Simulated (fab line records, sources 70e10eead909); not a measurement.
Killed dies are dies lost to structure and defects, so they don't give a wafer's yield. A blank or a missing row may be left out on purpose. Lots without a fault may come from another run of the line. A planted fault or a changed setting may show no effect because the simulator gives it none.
fab line records | flow nand_harc
record lots=6 wafers=18 last_day=24
route steps=1159 shown A_ZERO_WELL@412 A_SOURCE_PLATE@413 A_ONON_D1@424 END@1159
lots that met no fault: from a run of the same line without faults
start_h: hours from the record's first day to the start of the lot's first wafer shown | wait_h: hours since the lot's step before | " the same as in the row above | L1.1+2: a row that stands for several wafers | - no value, or no start given | * or withheld: withheld | < > ~ a bound
route shown NAME@n: a module of which the file shows steps, and the number in the route of the first | usual: mean/standard deviation of fault-free wafers | same: alike in all rows | chamber/n: place in a boat | sites: the reading at each site | _std_site: their standard deviation | _edge_site: outer sites' mean less inner sites' | radius_mm: how far each site lies from the wafer's centre | mask NAME#n: copy n | behind: the tool/chamber that last shaped the wafer | hold: why the lot was held/for how many hours/how that ended | device: the transistor (n, p or np) that didn't switch | end of line: the same wafers' tests at the end of the route | a step without rows: its recipe alone | killed: dies lost to structure and defects at the first sort, not the wafer's yield | map: a wafer's dies, x killed, . not, _ none there
set.NAME: the setting as run; set.NAME@STEP: as run at that earlier step | model.NAME: the simulator's own value behind a step, which no gauge read
lots at some steps of the route; a table a step, a row a wafer
services: from which hour (start_h, from the record's first day; less than 0 if before it) a tool's chamber was out of use, for how many hours, and why
## steps
# step NHARC_A_ZERO_WELL_INSPECT_17
# usual raw_defect_count=9/5
# columns lot.wafer tool chamber start_h wait_h raw_defect_count
L622.2 defect_inspect-02 - 183.23 0.1 5
L622.3 " - " " 18
L622.5 " - " " 5
L623.1 defect_inspect-02 - 189.67 0.2 7
L623.5 " - " " 13
L623.6 " - " " 17
L625.3 defect_inspect-02 - 195.56 0.1 9
L625.5 " - " " 7
L625.6 " - " " 20
L628.2 defect_inspect-01 - 209.95 0.1 4
L628.4 " - " " 5
L628.6 " - " " 8
L635.1 defect_inspect-02 - 254.46 0.2 4
L635.3 " - " " 8
L635.5 " - " " 8
L637.2 defect_inspect-01 - 264.52 0.1 6
L637.3 " - " " 7
L637.4 " - " " 14
# step NHARC_A_SOURCE_PLATE_PRECLEAN_00
# recipe time_s=60 chemistry=HF-LAST
# step NHARC_A_SOURCE_PLATE_SRD_01
# step NHARC_A_SOURCE_PLATE_OXIDE_02
# recipe target_thk_a=100 temp_c=900 ox_time_s=1362 material=SiO2
# step NHARC_A_SOURCE_PLATE_THK_MEAS_09
# recipe thk_meas_gauge=ellipsometry
# usual thk_nm=9.8/1
# columns lot.wafer tool chamber start_h wait_h thk_nm
L622.2 film_metro-01 - 192.40 0.4 8.4
L622.3 " - " " 8.7
L622.5 " - " " 10.6
L623.1 film_metro-02 - 197.14 0.4 8.8
L623.5 " - " " 7.7
L623.6 " - " " 8.4
L625.3 film_metro-02 - 202.78 0.4 8.9
L625.5 " - " " 8.6
L625.6 " - " " 11.3
L628.2 film_metro-01 - 218.08 0.4 12.3
L628.4 " - " " 8.6
L628.6 " - " " 9.7
L635.1 film_metro-02 - 261.71 0.4 10.7
L635.3 " - " " 8.3
L635.5 " - " " 11.1
L637.2 film_metro-02 - 271.20 0.4 8.5
L637.3 " - " " 9.3
L637.4 " - " " 8.7
# step NHARC_A_SOURCE_PLATE_PVD_04
# recipe target_thk_a=500 material=WSi2
# step NHARC_A_SOURCE_PLATE_CVD_03
# recipe target_thk_a=2000 temp_c=620 pressure_mtorr=200 time_s=4000 material=poly-Si
# step NHARC_A_SOURCE_PLATE_ANNEAL_05
# recipe temp_c=850 time_s=1800
# step NHARC_A_SOURCE_PLATE_THK_MEAS_06
# recipe thk_meas_gauge=ellipsometry
# usual thk_nm=200.4/2.1
# columns lot.wafer tool chamber start_h wait_h thk_nm
L623.1 film_metro-01 - 207.90 0.4 204.2
L623.5 " - " " 200.3
L623.6 " - " " 202.1
L622.2 film_metro-02 - 207.90 0.4 195.3
L622.3 " - " " 197.2
L622.5 " - " " 194.8
L625.3 film_metro-02 - 216.61 0.4 199.5
L625.5 " - " " 201.9
L625.6 " - " " 202.1
L628.2 film_metro-01 - 232.29 0.4 201.4
L628.4 " - " " 202.4
L628.6 " - " " 199.7
L635.1 film_metro-02 - 274.84 0.4 199.8
L635.3 " - " " 201.9
L635.5 " - " " 201.7
L637.2 film_metro-02 - 284.75 0.4 204.6
L637.3 " - " " 202.0
L637.4 " - " " 201.4
# step NHARC_A_SOURCE_PLATE_INSPECT_08
# usual raw_defect_count=61/22
# columns lot.wafer tool chamber start_h wait_h raw_defect_count
L622.2 defect_inspect-01 - 207.96 0.0 52
L622.3 " - " " 56
L622.5 " - " " 113
L623.1 defect_inspect-01 - 208.00 0.0 56
L623.5 " - " " 41
L623.6 " - " " 94
L625.3 defect_inspect-02 - 216.69 0.0 116
L625.5 " - " " 45
L625.6 " - " " 72
L628.2 defect_inspect-01 - 232.40 0.0 22
L628.4 " - " " 44
L628.6 " - " " 47
L635.1 defect_inspect-01 - 274.91 0.0 47
L635.3 " - " " 80
L635.5 " - " " 82
L637.2 defect_inspect-01 - 284.84 0.0 57
L637.3 " - " " 47
L637.4 " - " " 55
# step NHARC_A_ONON_D1_DEP_00
# recipe target_thk_a=10000 n2_flow_sccm=2750 n2o_flow_sccm=2000 nh3_flow_sccm=500 sih4_flow_sccm=210 temp_c=400
# columns lot.wafer tool chamber start_h wait_h
L622.2+3+5 pecvd_onon-03 0 208.08 0.1
L623.1+5+6 pecvd_onon-01 0 208.25 0.2
L625.3+5+6 pecvd_onon-01 0 216.88 0.2
L628.2+4+6 pecvd_onon-01 0 232.52 0.1
L635.1+3+5 pecvd_onon-02 0 274.97 0.1
L637.2+3+4 pecvd_onon-03 0 284.96 0.1
# step NHARC_A_ONON_D1_THK_MEAS_02
# recipe thk_meas_gauge=ellipsometry
# usual thk_nm=1000/6.3
# columns lot.wafer tool chamber start_h wait_h thk_nm
L622.2 film_metro-01 - 208.54 - 995
L622.3 " - " " 995
L622.5 " - " " 995
L623.1 film_metro-02 - 208.76 - 995
L623.5 " - " " 994
L623.6 " - " " 994
L625.3 film_metro-01 - 217.27 - 1003
L625.5 " - " " 1685
L625.6 " - " " 1685
L628.2 film_metro-01 - 233.00 - 1001
L628.4 " - " " 1686
L628.6 " - " " 1686
L635.1 film_metro-01 - 275.48 - 999
L635.3 " - " " 998
L635.5 " - " " 1000
L637.2 film_metro-02 - 285.42 - 1001
L637.3 " - " " 1001
L637.4 " - " " 1001
# step NHARC_A_ONON_D1_DEP_03
# recipe target_thk_a=10000 n2_flow_sccm=2750 n2o_flow_sccm=2000 nh3_flow_sccm=500 sih4_flow_sccm=210 temp_c=400
# step NHARC_END_SORT_01
# recipe temp_c=25
# usual killed_at_array=28/8.9 killed_at_other=0.8/1.2 killed_at_periphery=3.3/2.3 killed_dies=32/9.4 killed_open=3.2/1.8 killed_short=1.9/1.4
# same gross_dies=677
# columns lot.wafer tool chamber start_h wait_h killed_at_array killed_at_other killed_at_periphery killed_dies killed_open killed_short
L622.2 prober-02 0 495.57 2.8 26 0 8 34 10 7
L622.3 prober-02 0 496.37 3.1 29 0 4 33 3 1
L622.5 prober-02 0 497.98 3.7 23 0 6 29 3 0
L625.3 prober-01 0 504.35 3.1 41 2 5 48 4 4
L625.5 prober-01 0 505.97 3.8 677 0 0 677 3 2
L625.6 prober-01 0 506.78 4.1 676 1 0 677 0 2
L623.1 prober-02 0 510.43 2.5 31 0 5 36 5 1
L623.5 prober-02 0 513.64 3.7 37 0 3 40 4 0
L623.6 prober-02 0 514.44 4.0 25 0 6 31 4 1
L628.4 prober-02 0 520.65 3.4 675 0 2 677 4 5
L628.6 prober-02 0 522.23 4.0 677 0 0 677 2 1
L637.2 prober-01 0 585.59 2.8 16 0 6 22 5 2
L637.3 prober-01 0 586.40 3.1 23 2 3 28 2 0
L637.4 prober-01 0 587.21 3.4 27 0 1 28 5 2
# killed by level:class
L622.2 A_CHANNEL_HOLE_D1:chamber_film_flake=10 P_M0:geometric_particle:open=3 P_GATE:geometric_particle:short=2 A_CHANNEL_FILL_D1:geometric_particle:short=2 A_WL_FILL:geometric_particle:open=2 A_ZERO_WELL:chamber_film_flake=2 P_CONTACT:geometric_particle:open=1 A_ONON_D1:geometric_particle:open=1
L622.3 A_CHANNEL_HOLE_D1:chamber_film_flake=19 A_STAIRCASE:chamber_film_flake=5 P_M0:chamber_film_flake=2 P_M0:geometric_particle:short=1 A_WL_FILL:geometric_particle:open=1 A_CONTACT:geometric_particle:open=1 A_BLC:geometric_particle:open=1 P_STI:chamber_film_flake=1
L622.5 A_CHANNEL_HOLE_D1:chamber_film_flake=18 P_ZERO_WELL:chamber_film_flake=2 A_CONTACT:chamber_film_flake=2 P_STI:geometric_particle:open=1 P_GATE:geometric_particle:open=1 A_CHANNEL_FILL_D1:geometric_particle:open=1 P_STI:chamber_film_flake=1 P_M0:chamber_film_flake=1
L625.3 A_CHANNEL_HOLE_D1:chamber_film_flake=14 A_SLIT:chamber_film_flake=10 A_STAIRCASE:chamber_film_flake=6 A_CONTACT:geometric_particle:open=4 P_CONTACT:chamber_film_flake=4 A_ONON_D1:geometric_particle:short=2 A_CONTACT:chamber_film_flake=2 THIN_TSV:chamber_film_flake=2
L625.5 A_ONON_D1:area_dep=631 A_CHANNEL_HOLE_D1:chamber_film_flake=18 A_SLIT:chamber_film_flake=12 A_STAIRCASE:chamber_film_flake=7 A_CONTACT:chamber_film_flake=4 A_WL_FILL:geometric_particle:open=2 A_ONON_D1:geometric_particle:short=1 A_STAIRCASE:geometric_particle:open=1
L625.6 A_ONON_D1:area_dep=644 A_CHANNEL_HOLE_D1:chamber_film_flake=14 A_SLIT:chamber_film_flake=10 A_STAIRCASE:chamber_film_flake=3 A_CHANNEL_FILL_D1:geometric_particle:short=2 A_CONTACT:chamber_film_flake=2 A_BLC:chamber_film_flake=1 THIN_TSV:chamber_film_flake=1
L623.1 A_SLIT:chamber_film_flake=18 A_CHANNEL_HOLE_D1:chamber_film_flake=5 A_CONTACT:geometric_particle:open=2 P_STI:chamber_film_flake=2 A_STAIRCASE:chamber_film_flake=2 P_STI:geometric_particle:short=1 P_CONTACT:geometric_particle:open=1 A_SGD_CUT:geometric_particle:open=1
L623.5 A_SLIT:chamber_film_flake=20 A_CHANNEL_HOLE_D1:chamber_film_flake=9 A_CONTACT:chamber_film_flake=3 P_M0:geometric_particle:open=2 A_STAIRCASE:chamber_film_flake=2 A_CHANNEL_FILL_D1:geometric_particle:open=1 A_CONTACT:geometric_particle:open=1 P_GATE:chamber_film_flake=1
L623.6 A_SLIT:chamber_film_flake=14 A_CHANNEL_HOLE_D1:chamber_film_flake=4 P_M1:geometric_particle:open=3 A_STAIRCASE:chamber_film_flake=3 P_M0:geometric_particle:open=1 A_ONON_D1:geometric_particle:short=1 P_GATE:chamber_film_flake=1 P_M0:chamber_film_flake=1
L628.4 A_ONON_D1:area_dep=643 A_CHANNEL_HOLE_D1:chamber_film_flake=14 A_CONTACT:chamber_film_flake=6 A_WL_FILL:chamber_film_flake=3 A_ONON_D1:geometric_particle:short=2 A_M1:geometric_particle:open=2 A_STAIRCASE:chamber_film_flake=2 P_GATE:geometric_particle:short=1
L628.6 A_ONON_D1:area_dep=634 A_CHANNEL_HOLE_D1:chamber_film_flake=25 A_STAIRCASE:chamber_film_flake=6 A_CONTACT:chamber_film_flake=5 A_WL_FILL:chamber_film_flake=3 A_ONON_D1:geometric_particle:open=1 A_WL_FILL:geometric_particle:short=1 A_CONTACT:geometric_particle:open=1
L637.2 A_CHANNEL_HOLE_D1:chamber_film_flake=5 P_M0:geometric_particle:open=3 A_SGD_CUT:chamber_film_flake=3 A_CONTACT:chamber_film_flake=3 A_ZERO_WELL:chamber_film_flake=2 P_M0:geometric_particle:short=1 A_CHANNEL_FILL_D1:geometric_particle:short=1 A_CHANNEL_FILL_D1:geometric_particle:open=1
L637.3 A_SGD_CUT:chamber_film_flake=8 A_CHANNEL_HOLE_D1:chamber_film_flake=7 A_CONTACT:chamber_film_flake=5 STARTING-WAFER:geometric_particle:open=2 A_CHANNEL_FILL_D1:chamber_film_flake=2 P_ZERO_WELL:chamber_film_flake=1 P_STI:chamber_film_flake=1 P_GATE:chamber_film_flake=1
L637.4 A_SGD_CUT:chamber_film_flake=10 A_CHANNEL_HOLE_D1:chamber_film_flake=8 A_CONTACT:geometric_particle:open=3 A_SOURCE_PLATE:geometric_particle:open=1 A_SOURCE_PLATE:geometric_particle:short=1 A_WL_FILL:geometric_particle:open=1 A_M0:geometric_particle:short=1 P_ZERO_WELL:chamber_film_flake=1
# map L625.5 (x killed, . not)
____________x____________
_________xxxxxxx_________
_______xxxxxxxxxxx_______
______xxxxxxxxxxxxx______
_____xxxxxxxxxxxxxxx_____
____xxxxxxxxxxxxxxxxx____
____xxxxxxxxxxxxxxxxx____
___xxxxxxxxxxxxxxxxxxx___
___xxxxxxxxxxxxxxxxxxx___
__xxxxxxxxxxxxxxxxxxxxx__
__xxxxxxxxxxxxxxxxxxxxx__
_xxxxxxxxxxxxxxxxxxxxxxx_
_xxxxxxxxxxxxxxxxxxxxxxx_
_xxxxxxxxxxxxxxxxxxxxxxx_
_xxxxxxxxxxxxxxxxxxxxxxx_
_xxxxxxxxxxxxxxxxxxxxxxx_
xxxxxxxxxxxxxxxxxxxxxxxxx
xxxxxxxxxxxxxxxxxxxxxxxxx
xxxxxxxxxxxxxxxxxxxxxxxxx
xxxxxxxxxxxxxxxxxxxxxxxxx
xxxxxxxxxxxxxxxxxxxxxxxxx
_xxxxxxxxxxxxxxxxxxxxxxx_
_xxxxxxxxxxxxxxxxxxxxxxx_
_xxxxxxxxxxxxxxxxxxxxxxx_
_xxxxxxxxxxxxxxxxxxxxxxx_
_xxxxxxxxxxxxxxxxxxxxxxx_
__xxxxxxxxxxxxxxxxxxxxx__
__xxxxxxxxxxxxxxxxxxxxx__
___xxxxxxxxxxxxxxxxxxx___
___xxxxxxxxxxxxxxxxxxx___
____xxxxxxxxxxxxxxxxx____
____xxxxxxxxxxxxxxxxx____
_____xxxxxxxxxxxxxxx_____
______xxxxxxxxxxxxx______
_______xxxxxxxxxxx_______
_________xxxxxxx_________
____________x____________
# map L628.4 (x killed, . not)
____________x____________
_________xxxxxxx_________
_______xxxxxxxxxxx_______
______xxxxxxxxxxxxx______
_____xxxxxxxxxxxxxxx_____
____xxxxxxxxxxxxxxxxx____
____xxxxxxxxxxxxxxxxx____
___xxxxxxxxxxxxxxxxxxx___
___xxxxxxxxxxxxxxxxxxx___
__xxxxxxxxxxxxxxxxxxxxx__
__xxxxxxxxxxxxxxxxxxxxx__
_xxxxxxxxxxxxxxxxxxxxxxx_
_xxxxxxxxxxxxxxxxxxxxxxx_
_xxxxxxxxxxxxxxxxxxxxxxx_
_xxxxxxxxxxxxxxxxxxxxxxx_
_xxxxxxxxxxxxxxxxxxxxxxx_
xxxxxxxxxxxxxxxxxxxxxxxxx
xxxxxxxxxxxxxxxxxxxxxxxxx
xxxxxxxxxxxxxxxxxxxxxxxxx
xxxxxxxxxxxxxxxxxxxxxxxxx
xxxxxxxxxxxxxxxxxxxxxxxxx
_xxxxxxxxxxxxxxxxxxxxxxx_
_xxxxxxxxxxxxxxxxxxxxxxx_
_xxxxxxxxxxxxxxxxxxxxxxx_
_xxxxxxxxxxxxxxxxxxxxxxx_
_xxxxxxxxxxxxxxxxxxxxxxx_
__xxxxxxxxxxxxxxxxxxxxx__
__xxxxxxxxxxxxxxxxxxxxx__
___xxxxxxxxxxxxxxxxxxx___
___xxxxxxxxxxxxxxxxxxx___
____xxxxxxxxxxxxxxxxx____
____xxxxxxxxxxxxxxxxx____
_____xxxxxxxxxxxxxxx_____
______xxxxxxxxxxxxx______
_______xxxxxxxxxxx_______
_________xxxxxxx_________
____________x____________
## services
# columns tool chamber start_h hours kind
pecvd_onon-01 - 195.25 13.0 pm
pecvd_onon-02 - 266.50 2.6 repair
## key
first_sign step=NHARC_A_ONON_D1_THK_MEAS_02 reading=thk_nm direction=up sigmas=99+ usual=1000 struck=1685
effect step=NHARC_END_SORT_01 reading=killed_at_array direction=up sigmas=72 usual=28 struck=676
more_kills_born_at NHARC_A_ONON_D1_DEP_00@pecvd_onon-01=2552
met_at NHARC_A_ONON_D1_DEP_00
struck_wafers L625.5,L625.6,L628.4,L628.6
later_rows_left_out L625.5,L625.6,L628.4,L628.6
tester_left_out L625,L628
onset_between 208.25 216.88
fault kind=process_parameter_drift tool=pecvd_onon-01 chamber=- onset_h=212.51 steps=NHARC_A_ONON_D1_DEP_00 channel=target_thk_a offset=* shape=step end_h=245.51 scope=struck_wafers_only acts_in=* stated=*
# tester_left_out: of these lots the tester's yield and bins aren't shown, on N5 and GAA mostly nor the transistor test; their killed dies are dies lost to structure and defects alone, not to doping, threshold or leakage, so they don't give the yield
# later_rows_left_out: the simulator's readings of these wafers behind a module that went badly wrong aren't trusted and aren't shown, but for the sort
